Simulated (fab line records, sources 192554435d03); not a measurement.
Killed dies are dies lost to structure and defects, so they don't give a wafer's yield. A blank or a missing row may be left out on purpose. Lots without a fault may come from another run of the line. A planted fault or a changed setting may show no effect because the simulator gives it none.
Which tool did it? | flow n5_finfet | 24 lots, 72 wafers sampled, at 6 steps of a route of 1938

WHAT THE GAUGES READ, wafer by wafer
N5_FIN_SAQP_CD_MEAS_27: target cd 20 nm. Usual: cd_nm 20.25 nm, standard deviation 0.25.
lot  | measured    | on        | cd_nm (nm)        | flag
L074 | day 2 02:20 | cd_sem-02 | 20.22 20.16 20.39 |
L075 | day 2 06:21 | cd_sem-01 | 20.45 20.41 20.06 |
L076 | day 2 13:07 | cd_sem-01 | 20.61 20.22 20.25 |
L077 | day 2 17:51 | cd_sem-02 | 20.59 20.26 20.44 |
L078 | day 3 00:26 | cd_sem-01 | 20.24 20.56 20.33 |
L079 | day 3 06:04 | cd_sem-02 | 20.50 20.37 20.26 |
L080 | day 3 12:13 | cd_sem-03 | 20.32 20.05 20.18 |
L081 | day 3 17:53 | cd_sem-01 | 20.39 20.11 19.98 |
L082 | day 4 00:45 | cd_sem-01 | 20.34 20.45 20.43 |
L083 | day 4 06:09 | cd_sem-02 | 20.34 20.35 20.30 |
L084 | day 4 11:52 | cd_sem-01 | 20.56 20.49 20.06 |
L085 | day 4 18:51 | cd_sem-02 | 20.59 20.18 20.57 |
L086 | day 5 00:35 | cd_sem-01 | 20.22 20.27 20.22 |
L087 | day 5 06:43 | cd_sem-03 | 20.60 20.90 20.64 |
L088 | day 5 18:26 | cd_sem-03 | 20.58 20.45 20.44 |
L089 | day 5 18:31 | cd_sem-02 | 19.79 20.21 21.12 |
L090 | day 6 00:23 | cd_sem-03 | 20.35 20.06 20.28 |
L091 | day 6 07:56 | cd_sem-01 | 19.86 20.02 20.59 |
L092 | day 6 12:28 | cd_sem-02 | 20.45 20.12 19.95 |
L093 | day 6 19:54 | cd_sem-01 | 20.14 20.44 20.00 |
L094 | day 7 01:03 | cd_sem-02 | 20.45 20.31 20.24 |
L095 | day 7 08:20 | cd_sem-03 | 20.11 20.21 20.17 |
L096 | day 7 15:56 | cd_sem-02 | 19.96 19.91 19.60 |
L097 | day 7 21:37 | cd_sem-03 | 20.06 19.89 20.41 |

N5_STI_FIN_REVEAL_CD_MEAS_22: target cd 6.238 nm, pitch 28 nm. Usual: cd_nm 6.31 nm, standard deviation 0.27.
lot  | measured    | on        | cd_nm (nm)     | flag
L074 | day 2 18:31 | cd_sem-03 | 5.94 6.44 6.58 |
L075 | day 2 21:40 | cd_sem-02 | 6.32 6.09 5.94 |
L076 | day 3 02:07 | cd_sem-02 | 6.00 5.95 5.90 |
L077 | day 3 08:13 | cd_sem-03 | 6.30 5.88 5.89 |
L078 | day 3 12:47 | cd_sem-02 | 6.03 6.79 6.31 |
L079 | day 3 18:22 | cd_sem-03 | 6.10 6.47 6.24 |
L080 | day 4 00:47 | cd_sem-02 | 6.39 5.93 6.26 |
L081 | day 4 06:32 | cd_sem-02 | 5.97 6.24 6.06 |
L082 | day 4 13:11 | cd_sem-03 | 6.33 6.03 5.98 |
L083 | day 4 18:44 | cd_sem-02 | 6.12 6.60 6.01 |
L084 | day 5 00:29 | cd_sem-02 | 5.98 6.59 6.01 |
L085 | day 5 09:06 | cd_sem-03 | 6.40 6.57 6.40 |
L086 | day 5 14:06 | cd_sem-01 | 6.90 6.41 6.87 |
L087 | day 5 20:05 | cd_sem-03 | 6.20 6.36 6.61 |
L088 | day 6 07:10 | cd_sem-01 | 6.73 6.32 6.16 |
L089 | day 6 07:35 | cd_sem-01 | 6.08 6.36 6.26 |
L090 | day 6 15:10 | cd_sem-01 | 6.32 6.21 6.19 |
L091 | day 6 20:32 | cd_sem-01 | 6.34 6.15 6.62 |
L092 | day 7 01:38 | cd_sem-03 | 6.45 6.53 6.37 |
L093 | day 7 09:22 | cd_sem-02 | 6.52 5.86 6.74 |
L094 | day 7 14:34 | cd_sem-03 | 6.12 6.06 6.10 |
L095 | day 7 22:41 | cd_sem-01 | 7.00 6.53 6.56 |
L096 | day 8 04:49 | cd_sem-02 | 6.14 6.09 5.95 |
L097 | day 8 09:44 | cd_sem-03 | 6.48 6.51 6.62 |

WHICH TOOL RAN EACH LOT (tool, then ch and the chambers of the sampled wafers, then the start)
lot  | N5_FIN_SAQP_MANDREL_ETCH_58     | N5_FIN_SAQP_SPACER2_ETCHBACK_29   | N5_FIN_CUT_CUT_ETCH_27            | N5_STI_FIN_REVEAL_DENSIFY_30
L074 | rie_si-01 ch 2,3, day 2 02:34   | rie_diel-05 ch 1,2,3, day 2 04:28 | rie_diel-03 ch 2,3, day 2 06:12   | rtp_anneal-02 ch 0, day 2 15:02
L075 | rie_si-03 ch 0,1,3, day 2 06:32 | rie_diel-05 ch 0,3, day 2 09:43   | rie_diel-04 ch 0,1, day 2 11:40   | rtp_anneal-02 ch 0, day 2 18:13
L076 | rie_si-04 ch 1,2, day 2 13:23   | rie_diel-05 ch 1,2, day 2 14:36   | rie_diel-04 ch 1,3, day 2 16:17   | rtp_anneal-02 ch 0, day 2 22:55
L077 | rie_si-04 ch 0,3, day 2 18:02   | rie_diel-06 ch 2,3, day 2 20:20   | rie_diel-01 ch 1,3, day 2 22:15   | rtp_anneal-01 ch 0, day 3 04:55
L078 | rie_si-04 ch 0,3, day 3 00:38   | rie_diel-05 ch 0,1, day 3 01:48   | rie_diel-01 ch 1,2,3, day 3 03:29 | rtp_anneal-02 ch 0, day 3 09:26
L079 | rie_si-04 ch 0,1,3, day 3 06:15 | rie_diel-06 ch 0,3, day 3 07:32   | rie_diel-01 ch 0,1,2, day 3 09:14 | rtp_anneal-01 ch 0, day 3 15:08
L080 | rie_si-03 ch 0,1,2, day 3 12:24 | rie_diel-06 ch 2,3, day 3 13:34   | rie_diel-01 ch 1,2, day 3 15:28   | rtp_anneal-01 ch 0, day 3 21:22
L081 | rie_si-04 ch 0,2,3, day 3 18:04 | rie_diel-02 ch 0,1,3, day 3 19:28 | rie_diel-04 ch 2,3, day 3 21:10   | rtp_anneal-01 ch 0, day 4 03:14
L082 | rie_si-01 ch 0,3, day 4 00:56   | rie_diel-05 ch 1,2,3, day 4 02:10 | rie_diel-01 ch 0,3, day 4 03:51   | rtp_anneal-01 ch 0, day 4 10:03
L083 | rie_si-04 ch 2,3, day 4 06:22   | rie_diel-06 ch 1,2, day 4 07:44   | rie_diel-03 ch 1,2, day 4 09:38   | rtp_anneal-02 ch 0, day 4 15:33
L084 | rie_si-03 ch 0,1,3, day 4 12:10 | rie_diel-05 ch 1,2,3, day 4 13:21 | rie_diel-04 ch 1,2,3, day 4 15:16 | rtp_anneal-01 ch 0, day 4 21:16
L085 | rie_si-03 ch 0,2, day 4 19:02   | rie_diel-06 ch 0,2,3, day 4 21:19 | rie_diel-03 ch 0,1,2, day 4 23:07 | rtp_anneal-01 ch 0, day 5 05:58
L086 | rie_si-01 ch 2,3, day 5 00:46   | rie_diel-06 ch 0,3, day 5 03:22   | rie_diel-04 ch 1,3, day 5 05:04   | rtp_anneal-01 ch 0, day 5 10:57
L087 | rie_si-04 ch 0,1, day 5 07:04   | rie_diel-05 ch 0,1,2, day 5 08:18 | rie_diel-04 ch 0,1,2, day 5 10:12 | rtp_anneal-01 ch 0, day 5 16:32
L088 | rie_si-03 ch 2,3, day 5 18:37   | rie_diel-06 ch 1,2,3, day 5 19:49 | rie_diel-01 ch 0,1,3, day 5 21:45 | rtp_anneal-02 ch 0, day 6 03:59
L089 | rie_si-04 ch 1,2, day 5 18:41   | rie_diel-05 ch 0,1,3, day 5 20:15 | rie_diel-01 ch 0,3, day 5 22:22   | rtp_anneal-02 ch 0, day 6 04:31
L090 | rie_si-04 ch 1,3, day 6 00:34   | rie_diel-05 ch 1,2,3, day 6 03:38 | rie_diel-04 ch 0,1, day 6 05:20   | rtp_anneal-01 ch 0, day 6 12:00
L091 | rie_si-03 ch 0,1,2, day 6 08:23 | rie_diel-05 ch 0,1,3, day 6 09:34 | rie_diel-04 ch 0,1,3, day 6 11:23 | rtp_anneal-01 ch 0, day 6 17:22
L092 | rie_si-03 ch 0,1,2, day 6 12:38 | rie_diel-06 ch 0,2,3, day 6 13:58 | rie_diel-03 ch 0,1,2, day 6 15:46 | rtp_anneal-01 ch 0, day 6 22:03
L093 | rie_si-03 ch 0,1,2, day 6 20:07 | rie_diel-02 ch 0,1,2, day 6 21:34 | rie_diel-03 ch 0,1,3, day 6 23:28 | rtp_anneal-01 ch 0, day 7 06:02
L094 | rie_si-04 ch 1,2,3, day 7 01:14 | rie_diel-06 ch 1,2,3, day 7 02:24 | rie_diel-04 ch 0,2,3, day 7 05:07 | rtp_anneal-01 ch 0, day 7 11:23
L095 | rie_si-04 ch 0,1,2, day 7 08:38 | rie_diel-06 ch 1,2, day 7 11:34   | rie_diel-01 ch 0,2,3, day 7 13:26 | rtp_anneal-01 ch 0, day 7 19:19
L096 | rie_si-01 ch 0,1,2, day 7 16:35 | rie_diel-06 ch 0,1,3, day 7 17:45 | rie_diel-01 ch 0,1,2, day 7 19:44 | rtp_anneal-02 ch 0, day 8 01:42
L097 | rie_si-04 ch 0,3, day 7 21:49   | rie_diel-06 ch 0,1,3, day 7 23:01 | rie_diel-01 ch 2,3, day 8 00:42   | rtp_anneal-02 ch 0, day 8 06:37
- N5_FIN_SAQP_MANDREL_ETCH_58: etches a-Si in HBr/Cl2, stops on SiNx, target depth 45 nm, bt time 10 s, time 27 s.
- N5_FIN_SAQP_SPACER2_ETCHBACK_29: etches SiO2 in CHF3/O2, target depth 12.2 nm, time 6.1 s.
- N5_FIN_CUT_CUT_ETCH_27: etches SiO2 in CHF3/O2, target depth 4 nm, overetch 2 nm, time 4.9 s.
- N5_STI_FIN_REVEAL_DENSIFY_30

WHAT THE TOOLS THEMSELVES READ (means of the sampled wafers that have a number; where no wafer has one, the mark that the record gives instead)
N5_FIN_SAQP_MANDREL_ETCH_58. Usual: drypump_motor_current_A 5.6 A, standard deviation 0.58; oes_product_au 0.695 a.u., standard deviation 0.013; throttle_valve_pct 35.7 %, standard deviation 0.31.
lot  | tool      | drypump_motor_current_A (A) | oes_product_au (a.u.) | throttle_valve_pct (%) | flag
L074 | rie_si-01 | 6.3                         | 0.693                 | 35.7                   |
L075 | rie_si-03 | 5.4                         | 0.701                 | 35.5                   |
L076 | rie_si-04 | 5.4                         | 0.691                 | 35.5                   |
L077 | rie_si-04 | 5.8                         | 0.688                 | 35.8                   |
L078 | rie_si-04 | 5.7                         | 0.696                 | 35.9                   |
L079 | rie_si-04 | 5.4                         | 0.679                 | 35.7                   |
L080 | rie_si-03 | 5.3                         | 0.703                 | 35.8                   |
L081 | rie_si-04 | 6.0                         | 0.697                 | 35.8                   |
L082 | rie_si-01 | 6.4                         | 0.694                 | 35.6                   |
L083 | rie_si-04 | 5.8                         | 0.691                 | 35.9                   |
L084 | rie_si-03 | 5.4                         | 0.695                 | 35.6                   |
L085 | rie_si-03 | 5.1                         | 0.712                 | 36.2                   |
L086 | rie_si-01 | 6.0                         | 0.698                 | 35.7                   |
L087 | rie_si-04 | 5.2                         | 0.681                 | 35.3                   |
L088 | rie_si-03 | 5.0                         | 0.714                 | 36.0                   |
L089 | rie_si-04 | 6.0                         | 0.689                 | 35.6                   |
L090 | rie_si-04 | 5.1                         | 0.684                 | 35.5                   |
L091 | rie_si-03 | 5.3                         | 0.699                 | 35.9                   |
L092 | rie_si-03 | 5.3                         | 0.710                 | 35.9                   |
L093 | rie_si-03 | 5.4                         | 0.712                 | 35.9                   |
L094 | rie_si-04 | 5.6                         | 0.694                 | 35.7                   |
L095 | rie_si-04 | 5.8                         | 0.681                 | 35.5                   |
L096 | rie_si-01 | 5.5                         | 0.702                 | 35.5                   |
L097 | rie_si-04 | 5.7                         | 0.701                 | 35.7                   |

N5_FIN_SAQP_SPACER2_ETCHBACK_29. Usual: drypump_motor_current_A 5.7 A, standard deviation 0.6; oes_o_777_au 0.77 a.u., standard deviation 0.069; oes_product_au 0.77 a.u., standard deviation 0.07; rf_vpp_V 529 V, standard deviation 10; showerhead_plenum_p_Torr 2.39 Torr, standard deviation 0.078; throttle_valve_pct 19.0 %, standard deviation 0.31.
lot  | tool        | drypump_motor_current_A (A) | oes_o_777_au (a.u.) | oes_product_au (a.u.) | rf_vpp_V (V) | showerhead_plenum_p_Torr (Torr) | throttle_valve_pct (%) | flag
L074 | rie_diel-05 | 6.1                         | 0.85                | 0.85                  | 530          | 2.42                            | 18.8                   |
L075 | rie_diel-05 | 6.1                         | 0.89                | 0.91                  | 535          | 2.43                            | 18.8                   |
L076 | rie_diel-05 | 6.6                         | 0.80                | 0.79                  | 531          | 2.45                            | 18.7                   |
L077 | rie_diel-06 | 5.0                         | 0.74                | 0.74                  | 529          | 2.39                            | 18.8                   |
L078 | rie_diel-05 | 6.5                         | 0.83                | 0.84                  | 536          | 2.46                            | 18.7                   |
L079 | rie_diel-06 | 5.3                         | 0.75                | 0.75                  | 520          | 2.32                            | 18.7                   |
L080 | rie_diel-06 | 5.0                         | 0.74                | 0.74                  | 530          | 2.38                            | 18.8                   |
L081 | rie_diel-02 | 6.0                         | 0.82                | 0.82                  | 527          | 2.47                            | 18.9                   |
L082 | rie_diel-05 | 6.1                         | 0.83                | 0.82                  | 529          | 2.42                            | 18.8                   |
L083 | rie_diel-06 | 5.3                         | 0.72                | 0.73                  | 539          | 2.38                            | 19.3                   |
L084 | rie_diel-05 | 6.1                         | 0.82                | 0.81                  | 529          | 2.42                            | 18.8                   |
L085 | rie_diel-06 | 5.2                         | 0.72                | 0.72                  | 522          | 2.37                            | 19.0                   |
L086 | rie_diel-06 | 5.5                         | 0.71                | 0.72                  | 515          | 2.29                            | 18.9                   |
L087 | rie_diel-05 | 6.5                         | 0.79                | 0.79                  | 531          | 2.44                            | 18.9                   |
L088 | rie_diel-06 | 5.1                         | 0.72                | 0.72                  | 534          | 2.38                            | 19.1                   |
L089 | rie_diel-05 | 6.2                         | 0.83                | 0.83                  | 536          | 2.42                            | 18.8                   |
L090 | rie_diel-05 | 6.1                         | 0.81                | 0.79                  | 529          | 2.41                            | 18.8                   |
L091 | rie_diel-05 | 6.2                         | 0.83                | 0.83                  | 534          | 2.42                            | 18.7                   |
L092 | rie_diel-06 | 5.2                         | 0.71                | 0.71                  | 523          | 2.37                            | 19.0                   |
L093 | rie_diel-02 | 6.2                         | 0.80                | 0.81                  | 530          | 2.47                            | 18.8                   |
L094 | rie_diel-06 | 5.2                         | 0.71                | 0.71                  | 534          | 2.37                            | 19.1                   |
L095 | rie_diel-06 | 5.1                         | 0.68                | 0.69                  | 536          | 2.43                            | 19.4                   |
L096 | rie_diel-06 | 5.4                         | 0.71                | 0.71                  | 524          | 2.30                            | 19.0                   |
L097 | rie_diel-06 | 5.4                         | 0.71                | 0.71                  | 526          | 2.30                            | 19.0                   |

N5_FIN_CUT_CUT_ETCH_27. Usual: drypump_motor_current_A 5.8 A, standard deviation 0.71; oes_o_777_au 0.80 a.u., standard deviation 0.074; oes_product_au 0.63 a.u., standard deviation 0.055; rf_vpp_V 526 V, standard deviation 12; showerhead_plenum_p_Torr 2.41 Torr, standard deviation 0.063; throttle_valve_pct 18.69 %, standard deviation 0.15.
lot  | tool        | drypump_motor_current_A (A) | oes_o_777_au (a.u.) | oes_product_au (a.u.) | rf_vpp_V (V) | showerhead_plenum_p_Torr (Torr) | throttle_valve_pct (%) | flag
L074 | rie_diel-03 | 6.5                         | 0.77                | 0.61                  | 505          | 2.37                            | 18.73                  |
L075 | rie_diel-04 | 4.9                         | 0.77                | 0.61                  | 534          | 2.51                            | 18.59                  |
L076 | rie_diel-04 | 5.4                         | 0.82                | 0.65                  | 535          | 2.47                            | 18.59                  |
L077 | rie_diel-01 | 5.9                         | 0.89                | 0.71                  | 518          | 2.36                            | 18.74                  |
L078 | rie_diel-01 | 5.5                         | 0.80                | 0.65                  | 524          | 2.37                            | 18.68                  |
L079 | rie_diel-01 | 5.2                         | 0.77                | 0.61                  | 529          | 2.40                            | 18.74                  |
L080 | rie_diel-01 | 5.1                         | 0.73                | 0.59                  | 532          | 2.39                            | 18.63                  |
L081 | rie_diel-04 | 6.6                         | 0.76                | 0.61                  | 538          | 2.37                            | 18.78                  |
L082 | rie_diel-01 | 6.1                         | 0.90                | 0.71                  | 516          | 2.40                            | 18.78                  |
L083 | rie_diel-03 | 6.2                         | 0.83                | 0.65                  | 504          | 2.36                            | 18.66                  |
L084 | rie_diel-04 | 6.0                         | 0.78                | 0.61                  | 536          | 2.41                            | 18.71                  |
L085 | rie_diel-03 | 6.1                         | 0.83                | 0.67                  | 512          | 2.40                            | 18.55                  |
L086 | rie_diel-04 | 5.4                         | 0.79                | 0.63                  | 535          | 2.46                            | 18.62                  |
L087 | rie_diel-04 | 5.5                         | 0.73                | 0.58                  | 535          | 2.45                            | 18.70                  |
L088 | rie_diel-01 | 5.6                         | 0.81                | 0.64                  | 523          | 2.37                            | 18.83                  |
L089 | rie_diel-01 | 5.9                         | 0.86                | 0.67                  | 521          | 2.42                            | 18.84                  |
L090 | rie_diel-04 | 4.9                         | 0.75                | 0.59                  | 533          | 2.50                            | 18.64                  |
L091 | rie_diel-04 | 5.6                         | 0.77                | 0.62                  | 538          | 2.45                            | 18.65                  |
L092 | rie_diel-03 | 6.1                         | 0.82                | 0.65                  | 511          | 2.40                            | 18.57                  |
L093 | rie_diel-03 | 6.1                         | 0.79                | 0.64                  | 515          | 2.42                            | 18.54                  |
L094 | rie_diel-04 | 6.2                         | 0.84                | 0.66                  | 538          | 2.40                            | 18.59                  |
L095 | rie_diel-01 | 5.7                         | 0.80                | 0.64                  | 522          | 2.41                            | 18.75                  |
L096 | rie_diel-01 | 5.2                         | 0.74                | 0.59                  | 527          | 2.38                            | 18.79                  |
L097 | rie_diel-01 | 6.0                         | 0.82                | 0.66                  | 518          | 2.39                            | 18.70                  |

N5_STI_FIN_REVEAL_DENSIFY_30. Usual: lamp_power_pct 11.53 %, standard deviation 0.056; lamp_zone_3_pct 11.528 %, standard deviation 0.018; lamp_zone_4_pct 11.529 %, standard deviation 0.018.
lot  | tool          | lamp_power_pct (%) | lamp_zone_3_pct (%) | lamp_zone_4_pct (%) | flag
L074 | rtp_anneal-02 | 11.57              | 11.526              | 11.540              |
L075 | rtp_anneal-02 | 11.53              | 11.536              | 11.530              |
L076 | rtp_anneal-02 | 11.51              | 11.534              | 11.510              |
L077 | rtp_anneal-01 | 11.53              | 11.534              | 11.535              |
L078 | rtp_anneal-02 | 11.48              | 11.543              | 11.543              |
L079 | rtp_anneal-01 | 11.59              | 11.515              | 11.537              |
L080 | rtp_anneal-01 | 11.54              | 11.541              | 11.551              |
L081 | rtp_anneal-01 | 11.49              | 11.525              | 11.535              |
L082 | rtp_anneal-01 | 11.52              | 11.523              | 11.530              |
L083 | rtp_anneal-02 | 11.49              | 11.516              | 11.529              |
L084 | rtp_anneal-01 | 11.56              | 11.525              | 11.522              |
L085 | rtp_anneal-01 | 11.58              | 11.530              | 11.528              |
L086 | rtp_anneal-01 | 11.56              | 11.531              | 11.534              |
L087 | rtp_anneal-01 | 11.51              | 11.529              | 11.534              |
L088 | rtp_anneal-02 | 11.60              | 11.543              | 11.537              |
L089 | rtp_anneal-02 | 11.57              | 11.530              | 11.539              |
L090 | rtp_anneal-01 | 11.56              | 11.532              | 11.539              |
L091 | rtp_anneal-01 | 11.49              | 11.539              | 11.533              |
L092 | rtp_anneal-01 | 11.53              | 11.528              | 11.534              |
L093 | rtp_anneal-01 | 11.53              | 11.520              | 11.525              |
L094 | rtp_anneal-01 | 11.51              | 11.532              | 11.532              |
L095 | rtp_anneal-01 | 11.53              | 11.537              | 11.534              |
L096 | rtp_anneal-02 | 11.53              | 11.551              | 11.536              |
L097 | rtp_anneal-02 | 11.48              | 11.519              | 11.508              |

THE ANSWER, worked out from the rows above alone
Rule: a lot is off if the mean of its wafers that have a number lies more than 3 standard deviations from the usual mean. A lot without any number at a reading at which 4 lots or more have one is off too. The other lots that the step has rows for count as sound. The gauges are gone through in route order, then the tools' own readings, and for those a lot's mean is taken as printed above. The first step at which some lot is off is used, and at that step the reading that is off furthest; a lot without a number counts as furthest.
No lot is off at any reading shown: from this, nothing can be told.

WHAT THE SIMULATOR HAD PUT IN
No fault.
